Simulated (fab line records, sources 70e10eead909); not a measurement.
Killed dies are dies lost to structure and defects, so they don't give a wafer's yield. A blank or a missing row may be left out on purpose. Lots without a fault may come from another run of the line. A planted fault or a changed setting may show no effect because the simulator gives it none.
Chamber matching | flow nand_harc | NHARC_A_CHANNEL_FILL_D2_ALD_25 on ald_hk-03: 4 sister chambers
The step deposits SiOx, target thk 60 nm, pulse time 10 s, ald cycles 600. 4 wafers are shown with their chamber, then 6 later ones without.

WAFERS WITH THEIR CHAMBER
wafer  | chamber | heater_power_w (W)
L593.4 | 0       | 514
L596.3 | 2       | 490
L598.1 | 3       | 505
L598.6 | 1       | 447

WAFERS WITHOUT THEIR CHAMBER
wafer  | heater_power_w (W)
L599.1 | 506
L599.5 | 489
L599.6 | 453
L601.1 | 485
L601.3 | 445
L601.5 | 515

WHICH CHAMBER EACH WENT THROUGH
wafer  | from the rows above | in truth
L599.1 | 3                   | 3
L599.5 | 2                   | 2
L599.6 | 1                   | 1
L601.1 | 2                   | 2
L601.3 | 1                   | 1
L601.5 | 0                   | 0
Placed correctly: 6 of 6. Can't be placed from these rows: 0. Placed wrongly: 0.
How it was worked out, from the rows above alone: a wafer's distance from a chamber is the root of the sum, over the readings, of the square of ((its reading less the chamber's mean) divided by the reading's scatter). The wafer belongs to the nearest chamber; if the next one is less than 2 further off, it can't be placed. A chamber's mean is the mean of its shown wafers. The scatter: with one shown wafer a chamber, the root of the mean of the squares of how far each hidden wafer lies from its nearest shown one.
